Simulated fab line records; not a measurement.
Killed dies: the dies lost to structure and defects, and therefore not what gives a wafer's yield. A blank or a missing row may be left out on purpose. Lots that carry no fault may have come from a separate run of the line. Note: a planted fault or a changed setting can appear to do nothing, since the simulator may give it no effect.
Chamber matching / flow nandHarc / NHARC_A_STAIRCASE_DEP_325 on pecvd-01 has 3 sister chambers
The step deposits SiO2, target thk 3800 nm. 6 wafers are shown with their chamber, then 8 later ones without.

== EACH WAFER AND ITS CHAMBER ==
wafer=L083.3; chamber=2; heaterPowerW (W)=493; heaterPowerOuterW (W)=324
wafer=L083.5; chamber=1; heaterPowerW (W)=511; heaterPowerOuterW (W)=274
wafer=L086.1; chamber=0; heaterPowerW (W)=752; heaterPowerOuterW (W)=468
wafer=L086.4; chamber=0; heaterPowerW (W)=706; heaterPowerOuterW (W)=418
wafer=L086.6; chamber=1; heaterPowerW (W)=496; heaterPowerOuterW (W)=267
wafer=L088.2; chamber=2; heaterPowerW (W)=553; heaterPowerOuterW (W)=368

== WAFERS MISSING THEIR CHAMBER ==
wafer=L088.3; heaterPowerW (W)=832; heaterPowerOuterW (W)=521
wafer=L088.6; heaterPowerW (W)=719; heaterPowerOuterW (W)=435
wafer=L093.1; heaterPowerW (W)=791; heaterPowerOuterW (W)=505
wafer=L093.2; heaterPowerW (W)=614; heaterPowerOuterW (W)=351
wafer=L093.6; heaterPowerW (W)=507; heaterPowerOuterW (W)=265
wafer=L092.1; heaterPowerW (W)=844; heaterPowerOuterW (W)=533
wafer=L092.3; heaterPowerW (W)=624; heaterPowerOuterW (W)=369
wafer=L092.4; heaterPowerW (W)=512; heaterPowerOuterW (W)=266

== CHAMBER TAKEN BY EACH ==
wafer=L088.3; from the rows above=0; in truth=0
wafer=L088.6; from the rows above=0; in truth=0
wafer=L093.1; from the rows above=0; in truth=0
wafer=L093.2; from the rows above=can't be placed: 2 or 1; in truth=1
wafer=L093.6; from the rows above=1; in truth=1
wafer=L092.1; from the rows above=0; in truth=0
wafer=L092.3; from the rows above=can't be placed: 2 or 0 or 1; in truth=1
wafer=L092.4; from the rows above=1; in truth=1
6 of 8 placed correctly. These rows do not allow placing 2 (true chamber among the candidates in 2). Number placed wrongly: 0.
How it was worked out, from the rows above alone: a wafer's distance from a chamber is the root of the sum, over the readings, of the square of ((its reading less the chamber's mean) divided by the reading's scatter). If the next closest chamber is less than 2 further off than the closest, the wafer can't be placed; otherwise it belongs to the closest. For every chamber, the mean is computed from those of its wafers that are shown. The scatter: the root of (the sum of the squares of (reading less its chamber's mean) over the shown wafers, divided by (wafers less chambers)).
